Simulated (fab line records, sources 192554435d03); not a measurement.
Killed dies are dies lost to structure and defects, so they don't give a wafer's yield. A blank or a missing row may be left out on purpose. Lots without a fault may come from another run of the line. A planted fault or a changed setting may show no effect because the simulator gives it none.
fab line records | flow n5_finfet
record lots=4 wafers=12 last_day=19
route steps=1938 shown BEOL_M2@923 BEOL_M3@931 BEOL_M4@1111 PASSIVATION@1936
lots that met no fault: from a run of the same line without faults
start_h: hours from the record's first day to the start of the lot's first wafer shown | wait_h: hours since the lot's step before | " the same as in the row above | L1.1+2: a row that stands for several wafers | - no value, or no start given | * or withheld: withheld | < > ~ a bound
route shown NAME@n: a module of which the file shows steps, and the number in the route of the first | usual: mean/standard deviation of fault-free wafers | same: alike in all rows | chamber/n: place in a boat | sites: the reading at each site | _std_site: their standard deviation | _edge_site: outer sites' mean less inner sites' | radius_mm: how far each site lies from the wafer's centre | mask NAME#n: copy n | behind: the tool/chamber that last shaped the wafer | hold: why the lot was held/for how many hours/how that ended | device: the transistor (n, p or np) that didn't switch | end of line: the same wafers' tests at the end of the route | a step without rows: its recipe alone | killed: dies lost to structure and defects at the first sort, not the wafer's yield | map: a wafer's dies, x killed, . not, _ none there
set.NAME: the setting as run; set.NAME@STEP: as run at that earlier step | model.NAME: the simulator's own value behind a step, which no gauge read
lots at some steps of the route; a table a step, a row a wafer
services: from which hour (start_h, from the record's first day; less than 0 if before it) a tool's chamber was out of use, for how many hours, and why
## steps
# step N5_BEOL_M2_CMP_52
# recipe stop_on=SiOC t_overpolish_s=6.8 down_force_psi=1 platen_rpm=50 clearing_platen_down_force_psi=1.5 clearing_platen_rpm=50 post_cmp_clean=cu_alkaline target_thk_nm=40 clearing_platen_pad_velocity_m_s=0.99484 pad_velocity_m_s=0.99484
# step N5_BEOL_M2_PRE_CLEAN_60
# recipe gas=NH3/H2 time_s=15 temp_c=* rf_power_w=300
# step N5_BEOL_M2_CO_CAP_55
# recipe material=Co target_thk_a=20 temp_c=200 precursor=CCTBA/H2 pressure_torr=30 time_s=102.1
# step N5_BEOL_M2_PRE_CLEAN_56
# recipe gas=NH3 time_s=15 temp_c=withheld rf_power_w=300
# step N5_BEOL_M2_DEP_57
# recipe material=SiCN target_thk_a=80 temp_c=withheld precursor=3MS/NH3 pressure_torr=3 rf_w=202 time_s=14
# step N5_BEOL_M3_ILD_DEP_00
# recipe material=SiOC target_thk_a=790 temp_c=350 precursor=DEMS/O2 pressure_torr=5 rf_w=500 time_s=15.3
# step N5_BEOL_M3_PECVD_72
# recipe material=SiO2 target_thk_a=160 temp_c=400 precursor=TEOS/O2 pressure_torr=5.5 rf_w=450 teos_flow_sccm=53.8 gas=O2 flow_sccm=3000 time_s=18
# step N5_BEOL_M3_HM_DEP_02
# recipe material=TiN target_thk_a=200 temp_c=25 chamber_pressure_pa=0.49996
# step N5_BEOL_M3_COAT_61
# recipe resist=SOC temp_c=250 time_s=60 spin_rpm=1500 resist_thk_nm=60
# usual spin_speed_rpm=1499.8/0.85
# columns lot.wafer tool chamber start_h wait_h spin_speed_rpm model.SOC_of_BEOL_M3_COAT_61.thk_nm
L486.3 litho_track-03 0 210.08 0.1 1500.9 60
L486.4 " 0 " " 1501.4 60
L486.6 " 0 " " 1500.0 59.8
L494.1 litho_track-03 0 241.76 0.1 1565.4 58.6
L494.2 " 0 " " 1566.0 58.4
L494.5 " 0 " " 1565.6 58.4
L495.1 litho_track-03 0 251.69 0.1 1564.7 58.8
L495.4 " 0 " " 1564.9 58.6
L495.5 " 0 " " 1564.1 58.6
L488.3 litho_track-04 0 301.91 0.1 1500.1 60.4
L488.4 " 0 " " 1499.6 60.2
L488.5 " 0 " " 1499.6 60.4
# step N5_BEOL_M3_COAT_62
# recipe resist=SiARC temp_c=220 time_s=60 spin_rpm=1500 resist_thk_nm=12
# step N5_BEOL_M3_COAT_73
# recipe resist=underlayer temp_c=205 time_s=60 spin_rpm=1500 resist_thk_nm=5
# step N5_BEOL_M3_COAT_05
# recipe resist=CAR-EUV spin_rpm=1500 resist_thk_nm=30
# step N5_BEOL_M3_EBR_07
# recipe solvent=PGMEA ebr_width_mm=1.5
# step N5_BEOL_M3_SOFTBAKE_06
# recipe temp_c=110 time_s=60 resist=CAR-EUV
# step N5_BEOL_M3_EXPOSE_08
# recipe mask_id=M3 na=0.33 source_shape=dipole sigma_inner=0.369 sigma_outer=0.767 polarization=unpolarized dose_mj=33
# step N5_BEOL_M3_PEB_09
# recipe peb_temp_c=100 peb_time_s=60 resist=CAR-EUV
# step N5_BEOL_M3_DEVELOP_10
# recipe develop_time_s=30 developer=TMAH resist=CAR-EUV rinse_liquid=surfactant_rinse dry=air_spin dev_temp_c=23
# step N5_BEOL_M3_DESCUM_16
# recipe chemistry=O2 time_s=7 source_power_w=50 bias_power_w=20 pressure_mtorr=20 rf_frequency_hz=2.712e+07 temp_c=40 resist=CAR-EUV o2_flow_sccm=225
# step N5_BEOL_M3_ETCH_74
# recipe chemistry=N2/H2 target=underlayer target_depth_a=65 mask_material=CAR-EUV time_s=5.2 ion_energy_ev=200 pressure_mtorr=30 source_w=840 bias_w=150 n2_flow_sccm=200 h2_flow_sccm=200 ends=cleared
# step N5_BEOL_M3_ETCH_63
# recipe chemistry=CF4 target=SiARC target_depth_a=156 mask_material=CAR-EUV time_s=26 ion_energy_ev=80 pressure_mtorr=40 source_w=545 bias_w=36 Ar_flow_sccm=100 cf4_flow_sccm=100 ends=cleared
# step N5_BEOL_M3_ETCH_64
# recipe chemistry=N2/H2 target=SOC target_depth_a=750 overetch_a=150 mask_material=SiARC temp_c=40 time_s=112.5 ion_energy_ev=200 pressure_mtorr=30 source_w=840 bias_w=150 n2_flow_sccm=200 h2_flow_sccm=200
# usual drypump_motor_current_A=5.9/0.56 oes_product_au=0.62/0.055 rf_vpp_V=524.1/2.4 showerhead_plenum_p_Torr=2.55/0.081 throttle_valve_pct=17.94/0.18
# columns lot.wafer tool chamber start_h wait_h drypump_motor_current_A oes_product_au rf_hours_counter_h rf_vpp_V showerhead_plenum_p_Torr throttle_valve_pct model.etch.depth_nm
L486.3 rie_diel-03 1 210.64 0.0 6.1 0.58 159 521.9 2.44 17.58 59.97
L486.4 " 0 " " 5.5 0.57 200 522.6 2.52 18.06 60.03
L486.6 " 2 " " 5.0 0.60 - 526.9 2.64 17.87 59.78
L494.1 rie_diel-03 2 242.35 0.0 5.0 0.59 165 527.9 2.64 17.87 58.62
L494.2 " 0 " " 5.5 0.56 211 524.0 2.51 18.05 58.4
L494.5 " 0 " " 5.5 0.56 - 522.2 2.51 18.06 58.35
L495.1 rie_diel-06 1 252.34 0.0 5.2 0.75 2 526.9 2.60 17.55 58.73
L495.4 " 3 " " 5.2 0.63 75 524.4 2.57 18.13 58.64
L495.5 " 3 " " 5.2 0.63 - 524.6 2.57 18.13 58.64
L488.3 rie_diel-01 2 302.72 0.0 6.4 0.67 54 528.9 2.70 18.11 60.44
L488.4 " 1 " " 6.3 0.58 181 524.7 2.53 17.88 60.27
L488.5 " 3 " " 6.0 0.70 - 522.1 2.47 17.83 60.41
# step N5_BEOL_M3_STRIP_65
# recipe chemistry=N2/H2 temp_c=40 n2_flow_sccm=200 h2_flow_sccm=200 rf_frequency_hz=6e+07
# step N5_BEOL_M3_STRIP_75
# recipe chemistry=N2/H2 temp_c=40 n2_flow_sccm=200 h2_flow_sccm=200 rf_frequency_hz=6e+07
# step N5_BEOL_M3_STRIP_66
# recipe chemistry=CF4 resist=SiARC power_w=300 bias_power_w=75 pressure_mtorr=50 cf4_flow_sccm=150 rf_frequency_hz=6e+07
# step N5_BEOL_M3_HM_OPEN_17
# recipe chemistry=Cl2/BCl3 target_depth_a=200 overetch_a=60 target=TiN mask_material=SOC ion_energy_ev=150 pressure_mtorr=10 icp_w=1000 bias_w=126 Cl2_flow_sccm=53.25 bcl3_flow_sccm=21.75 Ar_flow_sccm=25
# usual drypump_motor_current_A=6.1/0.39 he_backside_leak_sccm=3.34/0.2 oes_product_au=0.72/0.051 throttle_valve_pct=22.08/0.071
# columns lot.wafer tool chamber start_h wait_h drypump_motor_current_A he_backside_leak_sccm oes_product_au rf_hours_counter_h throttle_valve_pct model.SOC_of_BEOL_M3_COAT_61.thk_nm
L486.3 rie_metal-02 1 210.84 0.1 5.5 3.01 0.78 - 22.08 52
L486.4 " 0 " " 6.4 3.32 0.80 - 22.00 52
L486.6 " 1 " " 5.5 3.17 0.78 - 22.09 51.8
L494.1 rie_metal-03 1 242.52 0.0 6.5 3.62 0.78 6 22.14 50.8
L494.2 " 0 " " 5.7 3.23 0.68 33 22.06 50.4
L494.5 " 0 " " 5.6 3.20 0.68 - 22.06 50.6
L495.1 rie_metal-03 1 252.51 0.0 6.5 3.37 0.78 7 22.16 50.6
L495.4 " 1 " " 6.6 3.63 0.76 - 22.14 50.6
L495.5 " 1 " " 6.6 3.63 0.76 - 22.14 50.6
L488.3 rie_metal-01 0 302.92 0.1 6.1 3.64 0.66 - 22.03 52.6
L488.4 " 1 " " 6.5 3.38 0.66 - 22.20 52.2
L488.5 " 1 " " 6.5 3.34 0.65 - 22.18 52.4
# step N5_BEOL_M3_STRIP_19
# recipe chemistry=O2 power_w=400 temp_c=40 pressure_mtorr=30 rf_frequency_hz=6e+07 bias_power_w=0 overash_fraction=0.2 o2_flow_sccm=225
# step N5_BEOL_M4_RC_MEAS_101
# usual DIBL_N=36.0/1.3 DIBL_P=36.2/1.7 IOFF_N=0.155/0.024 IOFF_P=0.21/0.034 ION_N=674/9 ION_P=463/7.1 SS_N=71.4/0.5 SS_P=73.4/0.57 VT_N=250.0/2.8 VT_P=-251/3.2
# columns lot.wafer tool chamber start_h wait_h DIBL_N[mV/V] DIBL_P[mV/V] IOFF_N[nA/um] IOFF_P[nA/um] ION_N[uA/um] ION_P[uA/um] SS_N[mV/dec] SS_P[mV/dec] VT_N[mV] VT_P[mV]
L486.3 prober-02 0 252.81 0.3 36.0 35.1 0.147 0.21 676 463 71.9 73.2 251.1 -249
L486.4 " 0 " " 34.5 32.7 0.123 0.17 666 459 70.7 72.8 253.5 -251
L486.6 " 0 " " 37.1 35.9 0.156 0.21 682 467 71.8 73.2 249.4 -250
L494.1 prober-01 0 288.85 0.0 36.2 37.8 0.182 0.23 677 467 71.6 73.9 246.0 -248
L494.2 " 0 " " 35.2 36.5 0.162 0.20 680 465 71.0 73.4 251.5 -250
L494.5 " 0 " " 34.4 35.4 0.144 0.19 671 469 71.4 73.6 250.3 -252
L495.1 prober-01 0 295.73 0.0 35.1 35.8 0.161 0.21 676 462 72.1 73.3 249.1 -250
L495.4 " 0 " " 35.6 36.7 0.174 0.23 679 464 71.7 74.4 246.4 -246
L495.5 " 0 " " 34.1 34.7 0.149 0.19 674 460 71.1 72.4 247.5 -249
L488.3 prober-02 0 347.60 0.3 36.5 37.7 0.170 0.21 685 462 71.5 74.0 247.0 -250
L488.4 " 0 " " 37.6 38.7 0.187 0.23 672 460 71.6 74.2 249.8 -250
L488.5 " 0 " " 37.2 37.9 0.179 0.21 671 457 71.6 73.6 248.8 -252
# step N5_PASSIVATION_PROBE_49
# usual defect_limited_yield=90.8/1.7 killed_at_M0_to_M3=37/12 killed_at_M4_up=15/5.6 killed_at_contacts=13/6.9 killed_at_front_end=40/11 killed_at_other=4/3.2 killed_dies=109/20 killed_open=73/15 killed_short=35/8.3 sort_bin_5_function=5.4/1.1 sort_bin_6_memory=3.5/0.73 sort_n_pass=1071/20 sort_yield_pct=90.8/1.7
# same gross_dies=1180 killed_at_back_side=0 sort_bin_4_leakage[%]=0 sort_bin_8_speed[%]=0
# columns lot.wafer tool chamber start_h wait_h defect_limited_yield[%] killed_at_M0_to_M3 killed_at_M4_up killed_at_contacts killed_at_front_end killed_at_other killed_dies killed_open killed_short sort_bin_5_function[%] sort_bin_6_memory[%] sort_n_pass sort_yield_pct[%]
L494.1 prober-02 - 406.93 0.3 90.9 43 16 13 31 4 107 74 33 5.3 3.2 1073 90.9
L494.5 prober-02 - 407.13 0.5 91.8 32 18 12 31 4 97 66 30 4.9 3.0 1083 91.8
# killed by level:class
L494.1 BEOL_M0_SAQP:geometric_particle:short=14 MOL_CONTACT_COAG:geometric_particle:open=10 STI_FIN_REVEAL:geometric_particle:open=9 BEOL_M3:geometric_particle:open=9 BEOL_M0_SAQP:geometric_particle:open=8 BEOL_M2:geometric_particle:open=8 BEOL_M5:geometric_particle:open=5 FIN_SAQP:geometric_particle:open=4
L494.5 STI_FIN_REVEAL:geometric_particle:open=10 MOL_CONTACT_COAG:geometric_particle:open=10 BEOL_M0_SAQP:geometric_particle:short=9 BEOL_M0_SAQP:geometric_particle:open=9 FIN_SAQP:geometric_particle:short=5 BEOL_M3:geometric_particle:open=5 BEOL_M3:geometric_particle:short=4 BEOL_M7:geometric_particle:open=4
## services
# columns tool chamber start_h hours kind
rie_diel-06 0 198.08 6.2 repair
rie_diel-06 1 221.29 - clean
rie_diel-06 1 221.29 - consumable_replace:esc
rie_diel-06 1 221.29 - consumable_replace:focus_ring
rie_diel-06 1 221.29 25.2 scheduled_down
rie_diel-06 1 221.29 25.2 vent_cycle
rie_diel-01 2 247.05 9.9 repair
litho_track-04 - 275.06 - consumable_replace:filter
rie_metal-01 - 279.51 0.5 repair
rie_diel-06 3 281.08 5.0 repair
rie_diel-06 1 284.55 4.9 repair
litho_track-04 - 288.46 - consumable_replace:filter
rie_diel-06 0 289.47 - clean
rie_diel-06 0 289.47 - consumable_replace:focus_ring
rie_diel-06 0 289.47 12.7 scheduled_down
rie_diel-06 0 289.47 12.7 vent_cycle
rie_diel-03 - 293.56 16.0 repair
rie_metal-01 1 294.19 6.5 repair
## key
first_sign step=N5_BEOL_M3_COAT_61 reading=spin_speed_rpm direction=up sigmas=77 usual=* struck=*
effect none on later readings
model_effect step=N5_BEOL_M3_COAT_61 value=SOC_of_BEOL_M3_COAT_61.thk_nm without=59.83 struck=58.57
model_effect step=N5_BEOL_M3_ETCH_64 value=etch.depth_nm without=59.83 struck=58.56
model_effect step=N5_BEOL_M3_HM_OPEN_17 value=SOC_of_BEOL_M3_COAT_61.thk_nm without=51.87 struck=50.6
met_at N5_BEOL_M3_COAT_61
struck_wafers L494.1,L494.2,L494.5,L495.1,L495.4,L495.5
onset_between 210.08 241.76
fault kind=process_parameter_drift tool=litho_track-03 chamber=- onset_h=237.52 steps=N5_BEOL_M3_COAT_61 channel=spin_rpm offset=* shape=step end_h=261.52 acts_in=* stated=*
